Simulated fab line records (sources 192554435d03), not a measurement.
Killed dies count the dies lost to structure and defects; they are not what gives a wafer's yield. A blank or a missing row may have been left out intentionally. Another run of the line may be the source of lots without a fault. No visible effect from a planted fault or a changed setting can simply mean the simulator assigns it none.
Comparing a struck lot with a sound one / flow n5 finfet / 29 steps out of a route of 1938
Sound: the wafers L946.2, L946.3, L946.5. Struck: wafer L961.5. (L961.3 of the same lot was not struck and is left out.) The cause comes at the end.
Each step with rows lists, per side, the tool, then ch with its chambers, then its first start. Under that, the readings that differ: sound wafers / struck wafers / difference of the means / sigmas: that difference in standard deviations of wafers without a fault.
alike: a reading whose means differ by less than 2 such deviations, as well as words and numbers matching on both sides. not compared: withheld readings; readings where some wafer has no value; bounds like >300 that might hide an equal value; numbers whose values overlap and for which the record gives no deviation.
A row with sigmas, a row that says differs or no value, or rows on one side alone: a step with any of these is where the two part. Non-overlapping numbers with no deviation appear without sigmas and do not part them. A reading that every wafer of one side lacks parts them only if that side has two wafers or more.

first, 9 steps without rows for these wafers: N5_BEOL_M15_COAT_22 (resist thk 800 nm); N5_BEOL_M15_EBR_24; N5_BEOL_M15_SOFTBAKE_23 (time 60 s); N5_BEOL_M15_EXPOSE_25 (exposes mask M15, target cd 400 nm); N5_BEOL_M15_PEB_26 (peb time 90 s); N5_BEOL_M15_DEVELOP_27 (develop time 45 s); N5_BEOL_M15_HARDBAKE_32 (time 120 s); N5_BEOL_M15_DESCUM_33 (chemistry O2, time 7.9 s); N5_BEOL_M15_ETCH_61 (etches BARC in N2/H2, target depth 89 nm, overetch 26.7 nm, time 67.9 s).
N5_BEOL_M15_TRENCH_ETCH_34: etches SiO2 in C4F8/O2/Ar, target depth 872.93 nm, time 199 s.
  sound on rie diel-04 ch 0,2, day 12 09:52; struck on rie diel-04 ch 0, day 17 03:47
reading=model.etch.depth nm (nm); sound=869.2 895.1 865.1; struck=634.1; difference=-242.4; sigmas=
reading=model.coat_of_BEOL_M15_COAT_22.thk nm (nm); sound=547 538 545.4; struck=586; difference=+43; sigmas=
  alike: drypump motor current A, he outer torr, mfc ar sccm, oes_ar_750_au, oes_o_777_au, oes product au, rf vpp V, showerhead plenum p Torr, throttle valve pct
  not compared: rf hours counter h
then, 13 steps without rows for these wafers: N5_BEOL_M15_STRIP_36 (strips in O2); N5_BEOL_M15_STRIP_62 (strips in O2); N5_BEOL_M15_STRIP_37 (strips in O2); N5_BEOL_M15_ETCH_38 (etches SiCN in CF4/N2, target depth 106.4 nm, time 120.5 s); N5_BEOL_M15_PRECLEAN_39 (cleans in residue remover, time 60 s); N5_BEOL_M15_SRD_40 (time 30 s, dry time 30 s); N5_BEOL_M15_DEGAS_41 (time 60 s); N5_BEOL_M15_PRE_CLEAN_42 (time 30 s); N5_BEOL_M15_SPUTTER_43 (material TaN, target thk 15 nm, time 24.19 s); N5_BEOL_M15_SPUTTER_44 (material Ta, target thk 15 nm, time 24.19 s); N5_BEOL_M15_SPUTTER_45 (material Cu, target thk 100 nm, time 16.67 s); N5_BEOL_M15_ECD_47 (material Cu, target thk 1860 nm); N5_BEOL_M15_ANNEAL_48 (time 90 s).
N5_BEOL_M15_CMP_49: polishes, stops on SiO2, t overpolish 4.9 s, target thk 850 nm.
  sound on cmp-03 ch 0,1, day 12 14:10; struck on cmp-04 ch 0, day 17 08:09
reading=platen rpm (rpm); sound=80.03 80.03 79.96; struck=80.11; difference=+0.10; sigmas=+2
reading=model.Cu_of_BEOL_M15_ECD_47.thk nm (nm); sound=846 872.2 842.8; struck=610.2; difference=-243.5; sigmas=
  alike: motor current A, slurry flow ml min
N5_BEOL_M15_THK_MEAS_50: measures by xrf.
  sound on film metro-02 at day 12 14:27; struck on film metro-01 at day 17 08:24
reading=M15_THK (nm); sound=852 880 851; struck=615; difference=-246; sigmas=-12
then, 2 steps without rows for these wafers: N5_BEOL_M15_PRE_CLEAN_52 (time 15 s); N5_BEOL_M15_DEP_53 (deposits SiCN from 3MS/NH3, target thk 50 nm, time 17.8 s).
N5_BEOL_M15_RS_MEAS_54: the measuring method here is four-point-probe.
  sound on film metro-01 at day 12 14:35; struck on film metro-01 at day 17 08:32
reading=M15_RS (ohm/sq); sound=0.0217 0.0210 0.0218; struck=0.0302; difference=+0.0087; sigmas=+16
N5_PASSIVATION_PROBE_49:
  only the struck wafers here have rows in the record (prober-01, day 18 01:28); the sound ones have none

## WHERE THEY PART
First at N5_BEOL_M15_CMP_49; last, within this record, at N5_PASSIVATION_PROBE_49.

WHY: what the simulator had put in
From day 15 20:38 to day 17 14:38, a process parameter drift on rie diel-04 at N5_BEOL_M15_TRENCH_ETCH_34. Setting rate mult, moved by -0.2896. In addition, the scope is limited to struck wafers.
